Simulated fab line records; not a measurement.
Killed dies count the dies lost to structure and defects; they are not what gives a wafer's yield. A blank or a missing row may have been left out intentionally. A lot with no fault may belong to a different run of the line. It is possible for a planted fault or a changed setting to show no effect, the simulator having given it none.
fab line records | flow n5Finfet
[record] lots = 7 wafers = 39
route steps=1938 shown FIN_SAQP@98 SD_EPI_N@273 GATE_CUT@469 BEOL_M0_SAQP@695 BEOL_M3@980
startH: start of the lot's first displayed wafer, in hours after the record's first day | waitH: hours elapsed since this lot's preceding step | " the same as in the row above | L1.1+2: a row that stands for several wafers | - value missing, or start not given | * or withheld: withheld | < > ~ a bound
route shown NAME@n: NAME is a module with steps in the file, n the number in the route of the first one | usual: mean/standard deviation of fault-free wafers | same: alike in all rows | chamber/n: place in a boat | sites: the reading at each site | _std_site: how widely they spread, as a standard deviation | _edge_site: outer sites' mean less inner sites' | radiusMm: how far each site lies from the wafer's centre | mask NAME#n: copy n | behind: the most recent tool/chamber to have shaped the wafer | hold: cause of the lot's hold/its duration in hours/its outcome | device: transistor that didn't switch, given as n, p or np | end of line: the route-end tests of the same wafers | a step given without rows: its recipe and nothing more | killed: not the wafer's yield, but the dies lost to structure and defects at the first sort | map: a wafer's dies, marking killed ones x, the rest . and places with no die _
set.NAME: the run value of the setting; set.NAME@STEP: its run value at that earlier step | model.NAME: the simulator's own value behind a step, which no gauge read
lots where settings were altered on purpose, with a table for each step and a row for each wafer
[[steps]]
[step N5_FIN_SAQP_PECVD_47]
[recipe] material = a-Si targetThkA = 450 tempC = 400 precursor = SiH4/He pressureTorr = 3 rfW = 100 timeS = 36.3
// columns lot.wafer tool chamber startH waitH set.timeS model.a-Si_of_FIN_SAQP_PECVD_47.thkNm
L074.1 pecvd-04 1 21.79 0.0 45.04 55.68
L074.2 " 2 " " 36.3 45.11
L074.3 " 0 " " 36.3 44.52
L074.4 " 1 " " 36.3 44.89
L074.5 " 2 " " 45.04 56.98
L074.6 " 0 " " 45.04 56.11
L078.1 pecvd-03 0 45.46 0.0 36.3 45.1
L078.2 " 1 " " 22.44 26.7
L078.3 " 2 " " 36.3 44.86
L078.4 " 1 " " 22.44 27.29
L078.5 " 0 " " 36.3 45.86
L078.6 " 2 " " 22.44 27.78
L080.1 pecvd-03 2 57.48 0.0 36.3 44.27
L080.2 " 0 " " 36.3 45.16
L080.3 " 1 " " 36.3 44.83
L080.4 " 0 " " 36.3 46.24
L080.5 " 2 " " 36.3 45.65
L080.6 " 1 " " 36.3 44.8
L088.1 pecvd-03 2 106.07 0.0 36.3 44.86
L088.3 " 1 " " 36.3 45.09
L088.5 " 0 " " 36.3 46.52
L089.1+3 pecvd-01 2,1 112.03 0.0 24.52 29.92
L089.2 " 0 " " 36.3 44.31
L089.4 " 1 " " 36.3 44.8
L089.5 " 0 " " 36.3 45.04
L089.6 " 2 " " 24.52 30.3
L094.1 pecvd-03 2 141.39 0.1 36.3 44.29
L094.2 " 1 " " 36.3 44.03
L094.3 " 0 " " 36.3 45.01
L094.4 " 1 " " 36.3 45.08
L094.5 " 0 " " 36.3 45.28
L094.6 " 2 " " 36.3 44.7
L097.1 pecvd-04 1 160.05 0.0 36.3 44.61
L097.2 " 2 " " 36.3 45.29
L097.3 " 2 " " 45.68 57.65
L097.4 " 1 " " 45.68 57.15
L097.5 " 1 " " 45.68 57.12
L097.6 " 2 " " 36.3 45.53
[step N5_FIN_SAQP_PECVD_48]
[recipe] material = SiNx targetThkA = 250 tempC = 400 precursor = SiH4/NH3/N2 pressureTorr = 1.5 rfW = 300 timeS = 22.1
[step N5_FIN_SAQP_PECVD_06]
[recipe] material = a-Si targetThkA = 600 tempC = 400 precursor = SiH4/He pressureTorr = 3 rfW = 100 timeS = 48.1
[step N5_FIN_SAQP_ETCH_57]
[recipe] chemistry = CH3F/O2 target = SiNx maskMaterial = SiO2 targetDepthA = 325 timeS = 46.4 pressureMtorr = 30 sourceW = 395 biasW = 73 Ar_flow_sccm = 150 CH3F_flow_sccm = 30 O2_flow_sccm = 20 ionEnergyEv = 120 ends = cleared
[step N5_FIN_SAQP_ETCH_65]
[recipe] chemistry = CF4 target = SiO2 targetDepthA = 40 ionEnergyEv = 350 timeS = 4.4 pressureMtorr = 10 icpW = 800 biasW = 400 cf4FlowSccm = 80
[step N5_FIN_SAQP_MANDREL_ETCH_58]
[recipe] chemistry = HBr/Cl2 target = a-Si targetDepthA = 450 btTimeS = 10 stopOn = SiNx maskMaterial = SiO2 overEtchFrac = 0.8 timeS = 27 pressureMtorr = 10 icpW = 800 biasW = 75 HBr_flow_sccm = 150 Cl2_flow_sccm = 80 ends = endPoint
[usual] oesProductAu = 0.697/0.011
// columns lot.wafer tool chamber startH waitH set.timeS@FIN_SAQP_PECVD_47 oesProductAu model.etch.depthNm
L074.1 rieSi-01 0 24.92 0.0 45.04 0.793 55.68
L074.2 " 2 " " 36.3 0.687 45.11
L074.3 " 1 " " 36.3 0.677 44.52
L074.4 " 3 " " 36.3 0.697 44.89
L074.5 " 3 " " 45.04 0.797 56.98
L074.6 " 2 " " 45.04 0.771 56.11
L078.1 rieSi-01 1 48.88 0.0 36.3 0.694 45.1
L078.2 " 2 " " 22.44 0.525 26.7
L078.3 " 3 " " 36.3 0.699 44.86
L078.4 " 0 " " 22.44 0.554 27.29
L078.5 " 3 " " 36.3 0.708 45.86
L078.6 " 0 " " 22.44 0.561 27.78
L080.1 rieSi-03 2 60.30 0.0 36.3 0.684 44.27
L080.2 " 1 " " 36.3 0.702 45.16
L080.3 " 3 " " 36.3 0.704 44.83
L080.4 " 0 " " 36.3 0.702 46.24
L080.5 " 2 " " 36.3 0.697 45.65
L080.6 " 3 " " 36.3 0.696 44.8
L088.1 rieSi-05 2 109.27 0.0 36.3 0.706 44.86
L088.3 " 3 " " 36.3 0.685 45.09
L088.5 " 0 " " 36.3 0.705 46.52
L089.1 rieSi-03 2 115.04 0.0 24.52 0.574 29.92
L089.2 " 3 " " 36.3 0.698 44.31
L089.3 " 0 " " 24.52 0.564 29.92
L089.4 " 1 " " 36.3 0.695 44.8
L089.5 " 1 " " 36.3 0.696 45.04
L089.6 " 2 " " 24.52 0.575 30.3
L094.1 rieSi-01 3 145.17 0.0 36.3 0.691 44.29
L094.2 " 0 " " 36.3 0.690 44.03
L094.3 " 1 " " 36.3 0.693 45.01
L094.4 " 2 " " 36.3 0.681 45.08
L094.5 " 2 " " 36.3 0.676 45.28
L094.6 " 3 " " 36.3 0.692 44.7
L097.1 rieSi-03 0 163.38 0.0 36.3 0.688 44.61
L097.2 " 2 " " 36.3 0.702 45.29
L097.3 " 1 " " 45.68 0.799 57.65
L097.4 " 3 " " 45.68 0.805 57.15
L097.5 " 1 " " 45.68 0.808 57.12
L097.6 " 0 " " 36.3 0.703 45.53
[step N5_SD_EPI_N_DESCUM_14]
[recipe] chemistry = O2 timeS = 7.9 sourcePowerW = 50 biasPowerW = 20 pressureMtorr = 20 rfFrequencyHz = 2.712e+07 tempC = 40 resist = CAR-ArF-block o2FlowSccm = 225
// columns lot.wafer tool chamber startH waitH set.timeS model.CAR-ArF-block_of_SD_EPI_N_COAT_03.thkNm
L074.1 rieDiel-02 3 48.73 0.0 7.9 143.8
L074.2 " 1 " " 7.9 143.4
L074.3 " 0 " " 7.9 143
L074.4 " 2 " " 3.724 145.8
L074.5 " 1 " " 3.724 146
L074.6 " 2 " " 3.724 146.4
L078.1 rieDiel-02 0 73.29 0.0 4.66 145.2
L078.2 " 2 " " 4.66 145
L078.3 " 3 " " 7.9 143
L078.4 " 1 " " 4.66 144.8
L078.5+6 " 0,3 " " 7.9 143.2
L080.1 rieDiel-05 1 84.89 0.0 7.9 143.4
L080.2+4 " 2,0 " " 7.9 143.2
L080.3+6 " 3,1 " " 5.159 145
L080.5 " 2 " " 5.159 144.8
L088.1+5 rieDiel-04 3,0 133.68 0.3 7.9 143.8
L088.3 " 1 " " 7.9 143.6
L089.1+2+4 rieDiel-04 1,2,3 138.89 0.0 7.9 143.6
L089.3+5+6 " 0,2,1 " " 4.214 146
L094.1+3 rieDiel-05 3,0 168.36 0.0 7.9 143.2
L094.2 " 2 " " 7.9 143
L094.4+5 " 2,0 " " 11.99 140.8
L094.6 " 3 " " 11.99 140.2
L097.1+4 rieDiel-04 1,0 192.73 0.2 7.9 143.4
L097.2 " 3 " " 7.9 143.6
L097.3+6 " 2,3 " " 7.9 143
L097.5 " 0 " " 7.9 143.2
[step N5_GATE_CUT_ETCH_58]
[recipe] chemistry = CH3F/O2 target = SiNx targetDepthA = 170 timeS = 128.6 ionEnergyEv = 50 pressureMtorr = 30 sourceW = 415 biasW = 21 Ar_flow_sccm = 150 CH3F_flow_sccm = 30 O2_flow_sccm = 20
// columns lot.wafer tool chamber startH waitH set.timeS model.etch.depthNm model.SiNx_of_SDB_ALD_29.thkNm
L074.1 rieDiel-06 3 81.46 0.1 128.6 16.75 24.8
L074.2 " 1 " " 128.6 16.78 24.8
L074.3 " 0 " " 128.6 16.81 24.8
L074.4 " 2 " " 128.6 17.09 24.6
L074.5 " 1 " " 128.6 16.93 24.8
L074.6 " 0 " " 128.6 16.9 24.6
L078.1 rieDiel-01 0 103.71 0.0 128.6 16.55 24.8
L078.2 " 3 " " 190.1 25.69 23.2
L078.3 " 2 " " 128.6 17.11 24.6
L078.4 " 1 " " 128.6 16.83 24.6
L078.5 " 1 " " 190.1 24.85 23.4
L078.6 " 0 " " 190.1 24.76 23.4
L080.1 rieDiel-01 0 115.69 0.1 128.6 16.62 24.6
L080.2 " 2 " " 128.6 16.91 24.6
L080.3 " 3 " " 128.6 17.21 24.6
L080.4 " 1 " " 128.6 16.78 24.6
L080.5 " 2 " " 128.6 17.06 24.4
L080.6 " 3 " " 128.6 17.35 24.4
L088.1 rieDiel-06 3 164.07 0.0 128.6 16.66 24.6
L088.3 " 0 " " 128.6 16.87 24.6
L088.5 " 1 " " 128.6 17.07 24.8
L089.1 rieDiel-01 2 170.51 0.0 128.6 16.91 24.4
L089.2 " 3 " " 128.6 17.17 24.4
L089.3 " 1 " " 128.6 16.72 24.6
L089.4 " 0 " " 128.6 17.22 24.4
L089.5 " 3 " " 128.6 17.27 24.4
L089.6 " 2 " " 128.6 17.05 24.4
L094.1 rieDiel-03 2 199.71 0.0 128.6 17.08 24.6
L094.2 " 3 " " 128.6 17 24.8
L094.3 " 0 " " 205.4 27.16 23.2
L094.4 " 1 " " 128.6 16.82 24.8
L094.5 " 2 " " 205.4 27.28 23
L094.6 " 3 " " 205.4 27.01 23
L097.1 rieDiel-03 0 223.68 0.1 128.6 17.14 24.8
L097.2 " 2 " " 54.25 7.25 26
L097.3 " 3 " " 54.25 7.131 26.4
L097.4 " 1 " " 54.25 7.086 26.2
L097.5 " 1 " " 128.6 16.86 24.6
L097.6 " 0 " " 128.6 17.12 24.6
[step N5_BEOL_M0_SAQP_CUT_ETCH_46]
[recipe] chemistry = N2/H2 target = SOC targetDepthA = 1350 overetchA = 270 tempC = 40 timeS = 202.5 ionEnergyEv = 200 maskMaterial = SiARC pressureMtorr = 30 sourceW = 840 biasW = 150 n2FlowSccm = 200 h2FlowSccm = 200
// columns lot.wafer tool chamber startH waitH set.timeS model.SiARC_of_BEOL_M0_SAQP_COAT_72.thkNm model.BEOL_M0_SAQP.cdNm
L074.1 rieDiel-03 3 114.93 0.0 202.5 5 30.2
L074.2 " 1 " " 202.5 5 30
L074.3+4+6 " 0,2,0 " " 202.5 4.8 30.4
L074.5 " 3 " " 202.5 5 30.4
L078.1+4 rieDiel-03 2,0 134.64 0.0 202.5 4.8 30.2
L078.2+5 " 1 " " 162.5 7 29
L078.3 " 3 " " 162.5 7 29.6
L078.6 " 0 " " 202.5 4.8 30.4
L080.1 rieDiel-03 3 147.83 0.0 293.3 0.6 33
L080.2 " 2 " " 293.3 0.4 33.4
L080.3 " 0 " " 202.5 4.6 30
L080.4 " 1 " " 202.5 5 29.6
L080.5 " 3 " " 293.3 0.4 33.6
L080.6 " 0 " " 202.5 4.8 29.8
L088.1 rieDiel-03 0 196.24 0.0 202.5 4.8 30
L088.3 " 3 " " 202.5 5 30
L088.5 " 2 " " 202.5 5 29.8
L089.1 rieDiel-06 2 201.78 0.0 271.1 1.4 31.8
L089.2 " 0 " " 271.1 1.8 31.4
L089.3+5 " 3 " " 202.5 5.2 29.8
L089.4 " 1 " " 202.5 5 30.2
L089.6 " 0 " " 271.1 1.8 31.6
L094.1+4 rieDiel-03 3,2 228.01 0.0 202.5 5 30.4
L094.2 " 0 " " 202.5 4.8 30.4
L094.3 " 1 " " 202.5 5 30.2
L094.5 " 1 " " 202.5 5 30
L094.6 " 0 " " 202.5 4.8 30.2
L097.1+5 rieDiel-06 0,3 254.70 0.0 202.5 5.2 29.4
L097.2 " 3 " " 202.5 5.2 29.8
L097.3 " 2 " " 202.5 4.8 29.4
L097.4 " 1 " " 202.5 5 30
L097.6 " 0 " " 202.5 5.2 29.6
[step N5_BEOL_M0_SAQP_STRIP_74]
[recipe] chemistry = N2/H2 tempC = 40 n2FlowSccm = 200 h2FlowSccm = 200 rfFrequencyHz = 6e+07
[step N5_BEOL_M0_SAQP_STRIP_89]
[recipe] chemistry = N2/H2 tempC = 40 n2FlowSccm = 200 h2FlowSccm = 200 rfFrequencyHz = 6e+07
[step N5_BEOL_M0_SAQP_ALD_48]
[recipe] material = SiO2 targetThkA = 200 tempC = 100 aldPrecursorFamily = BDEAS aldCoReactant = O2-plasma pulseTimeS = 1 coReactantPulseTimeS = 1 purgeTimeS = 2 coReactantPurgeTimeS = 2 aldCycles = 139 pressureTorr = 2
[step N5_BEOL_M0_SAQP_ETCH_49]
[recipe] chemistry = CF4/O2 targetDepthA = 370 target = SiO2 pressureMtorr = 40 sourceW = 535 biasW = 49 Ar_flow_sccm = 100 cf4FlowSccm = 100 O2_flow_sccm = 10 ionEnergyEv = 100
// columns lot.wafer tool chamber startH waitH set.timeS@BEOL_M0_SAQP_CUT_ETCH_46 model.BEOL_M0_SAQP.cdNm
L074.1 rieDiel-03 0 115.75 0.4 202.5 30.2
L074.2 " 2 " " 202.5 30
L074.3+4+5+6 " 1,3,1,2 " " 202.5 30.4
L078.1+4 rieDiel-03 3,1 135.37 0.3 202.5 30.2
L078.2+5 " 0 " " 162.5 29
L078.3 " 2 " " 162.5 29.6
L078.6 " 1 " " 202.5 30.4
L080.1 rieDiel-03 0 148.56 0.3 293.3 33
L080.2 " 3 " " 293.3 33.2
L080.3 " 2 " " 202.5 30
L080.4 " 1 " " 202.5 29.6
L080.5 " 0 " " 293.3 33.6
L080.6 " 1 " " 202.5 29.8
L088.1+3 rieDiel-06 3,2 197.14 0.5 202.5 30
L088.5 " 0 " " 202.5 29.8
L089.1 rieDiel-03 3 202.57 0.3 271.1 31.8
L089.2 " 2 " " 271.1 31.6
L089.3+5 " 1 " " 202.5 29.8
L089.4 " 0 " " 202.5 30.2
L089.6 " 0 " " 271.1 31.4
L094.1+2+4 rieDiel-01 0,2,2 228.73 0.3 202.5 30.4
L094.3+6 " 3,0 " " 202.5 30.2
L094.5 " 3 " " 202.5 30
L097.1+5+6 rieDiel-03 0,2,1 255.43 0.3 202.5 29.4
L097.2 " 3 " " 202.5 29.8
L097.3 " 1 " " 202.5 29.2
L097.4 " 2 " " 202.5 30.2
[step N5_BEOL_M3_TRENCH_ETCH_37]
[recipe] chemistry = C4F6/O2 targetDepthA = 555.55 target = SiOC timeS = 29.2 ionEnergyEv = 250 pressureMtorr = 30 sourceW = 355 biasW = 185 Ar_flow_sccm = 300 C4F6_flow_sccm = 10 O2_flow_sccm = 10
// columns lot.wafer tool chamber startH waitH set.targetDepthA model.etch.depthNm model.BEOL_M3.featureDepthNm model.TiN_of_BEOL_M3_HM_DEP_02.thkNm
L074.1 rieDiel-03 2 - - 387.1 38.97 39 18.6
L074.2 " 1 " " 555.55 55.08 55 18
L074.3 " 3 " " 387.1 38.71 38.8 18.6
L074.4 " 0 " " 555.55 55.29 55.2 17.8
L074.5 " 0 " " 555.55 55.6 55.6 18
L074.6 " 1 " " 387.1 38.18 38.2 18.6
L078.1 rieDiel-03 1 - - 555.55 54.71 54.8 17.8
L078.2 " 2 " " 555.55 55.85 55.8 17.8
L078.3 " 0 " " 555.55 55.63 55.6 17.8
L078.4 " 3 " " 555.55 54.98 55 17.6
L078.5 " 1 " " 555.55 55.11 55.2 17.6
L078.6 " 2 " " 555.55 55.81 55.8 17.6
L080.1 rieDiel-06 2 - - 555.55 55.54 55.6 17.4
L080.2 " 0 " " 667.5 65.91 66 17.2
L080.3 " 3 " " 555.55 54.91 55 17.6
L080.4 " 1 " " 555.55 56.2 56.2 17.4
L080.5 " 2 " " 667.5 66.77 66.8 16.8
L080.6 " 3 " " 667.5 65.91 66 17
L088.1 rieDiel-01 0 - - 555.55 56.61 56.6 17.4
L088.3 " 1 " " 555.55 55.86 55.8 17.4
L088.5 " 0 " " 555.55 57.06 57 17.4
L089.1 rieDiel-01 3 - - 343.6 35.36 35.4 18.4
L089.2 " 2 " " 343.6 34.26 34.2 18.4
L089.3 " 1 " " 343.6 34.39 34.4 18.6
L089.4 " 0 " " 555.55 56.78 56.8 17.4
L089.5 " 1 " " 555.55 55.56 55.6 17.6
L089.6 " 2 " " 555.55 55.52 55.6 17.4
L094.1 rieDiel-03 0 - - 469.2 46.75 46.8 18
L094.2 " 1 " " 555.55 55.08 55 17.6
L094.3 " 2 " " 469.2 47.49 47.4 17.8
L094.4 " 3 " " 555.55 54.74 54.8 17.4
L094.5 " 0 " " 469.2 46.68 46.6 17.8
L094.6 " 3 " " 555.55 54.53 54.6 17.6
L097.1 rieDiel-01 3 - - 724 74.39 74.4 16.4
L097.2 " 2 " " 724 72.78 72.8 16.6
L097.3 " 1 " " 555.55 55.93 56 17.2
L097.4 " 0 " " 555.55 56.78 56.8 17
L097.5 " 3 " " 724 73.9 74 16.6
L097.6 " 0 " " 555.55 56.5 56.4 17.2
[step N5_BEOL_M3_ETCH_41]
[recipe] chemistry = CH3F/O2 target = SiCN targetDepthA = 299 taperDeg = 2 timeS = 52.5 ionEnergyEv = 120 maskMaterial = TiN pressureMtorr = 30 sourceW = 395 biasW = 75 Ar_flow_sccm = 150 CH3F_flow_sccm = 30 O2_flow_sccm = 20
[step N5_BEOL_M3_STRIP_97]
[recipe] chemistry = N2/H2 timeS = 10 powerW = 450 tempC = 40 pressureMtorr = 20 rfFrequencyHz = 6e+07 biasPowerW = 7 n2FlowSccm = 200 h2FlowSccm = 200
[step N5_BEOL_M3_OCD_MEAS_38]
[usual] trenchDepthNm = 55.8/0.83
// columns lot.wafer tool chamber startH waitH set.targetDepthA@BEOL_M3_TRENCH_ETCH_37 trenchDepthNm
L074.1 ocd-01 - 175.67 - 387.1 38.6
L074.2 " - " " 555.55 55.0
L074.3 " - " " 387.1 38.9
L074.4 " - " " 555.55 55.0
L074.5 " - " " 555.55 55.5
L074.6 " - " " 387.1 38.6
L078.1 ocd-01 - 192.32 - 555.55 54.5
L078.2 " - " " 555.55 56.1
L078.3 " - " " 555.55 55.3
L078.4 " - " " 555.55 55.1
L078.5 " - " " 555.55 55.0
L078.6 " - " " 555.55 55.8
L080.1 ocd-01 - 202.90 - 555.55 55.2
L080.2 " - " " 667.5 66.6
L080.3 " - " " 555.55 55.0
L080.4 " - " " 555.55 56.2
L080.5 " - " " 667.5 66.8
L080.6 " - " " 667.5 66.1
L088.1 ocd-02 - 318.62 - 555.55 56.6
L088.3 " - " " 555.55 55.8
L088.5 " - " " 555.55 56.7
L089.1 ocd-02 - 330.72 - 343.6 35.3
L089.2 " - " " 343.6 33.7
L089.3 " - " " 343.6 34.3
L089.4 " - " " 555.55 56.3
L089.5 " - " " 555.55 55.2
L089.6 " - " " 555.55 55.2
L094.1 ocd-01 - 330.72 - 469.2 46.3
L094.2 " - " " 555.55 55.0
L094.3 " - " " 469.2 47.8
L094.4 " - " " 555.55 54.8
L094.5 " - " " 469.2 47.0
L094.6 " - " " 555.55 54.5
L097.1 ocd-01 - 346.01 - 724 74.8
L097.2 " - " " 724 73.0
L097.3 " - " " 555.55 56.4
L097.4 " - " " 555.55 57.1
L097.5 " - " " 724 74.0
L097.6 " - " " 555.55 56.9
[[key]]
[split] step = N5_FIN_SAQP_PECVD_47 setting = timeS stated = 36.3 by = wafer
[response] step = N5_FIN_SAQP_PECVD_47 reading = model.a-Si_of_FIN_SAQP_PECVD_47.thkNm change = +0.466 per = 1% r = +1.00
[response] step = N5_FIN_SAQP_MANDREL_ETCH_58 reading = oesProductAu change = +0.00402 per = 1% r = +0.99
[response] step = N5_FIN_SAQP_MANDREL_ETCH_58 reading = model.etch.depthNm change = +0.466 per = 1% r = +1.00
[split] step = N5_SD_EPI_N_DESCUM_14 setting = timeS stated = 7.9 by = wafer
[response] step = N5_SD_EPI_N_DESCUM_14 reading = model.CAR-ArF-block_of_SD_EPI_N_COAT_03.thkNm change = -0.0492 per = 1% r = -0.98
[split] step = N5_GATE_CUT_ETCH_58 setting = timeS stated = 128.6 by = wafer
[response] step = N5_GATE_CUT_ETCH_58 reading = model.etch.depthNm change = +0.171 per = 1% r = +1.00
[response] step = N5_GATE_CUT_ETCH_58 reading = model.SiNx_of_SDB_ALD_29.thkNm change = -0.0274 per = 1% r = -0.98
[split] step = N5_BEOL_M0_SAQP_CUT_ETCH_46 setting = timeS stated = 202.5 by = wafer
[response] step = N5_BEOL_M0_SAQP_CUT_ETCH_46 reading = model.SiARC_of_BEOL_M0_SAQP_COAT_72.thkNm change = -0.1 per = 1% r = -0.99
[response] step = N5_BEOL_M0_SAQP_CUT_ETCH_46 reading = model.BEOL_M0_SAQP.cdNm change = +0.0665 per = 1% r = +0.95
[response] step = N5_BEOL_M0_SAQP_ETCH_49 reading = model.BEOL_M0_SAQP.cdNm change = +0.0657 per = 1% r = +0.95
[split] step = N5_BEOL_M3_TRENCH_ETCH_37 setting = targetDepthA stated = 555.55 by = wafer
[response] step = N5_BEOL_M3_TRENCH_ETCH_37 reading = model.etch.depthNm change = +0.553 per = 1% r = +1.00
[response] step = N5_BEOL_M3_TRENCH_ETCH_37 reading = model.BEOL_M3.featureDepthNm change = +0.553 per = 1% r = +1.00
[response] step = N5_BEOL_M3_TRENCH_ETCH_37 reading = model.TiN_of_BEOL_M3_HM_DEP_02.thkNm change = -0.0231 per = 1% r = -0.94
[response] step = N5_BEOL_M3_OCD_MEAS_38 reading = trenchDepthNm change = +0.55 per = 1% r = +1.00
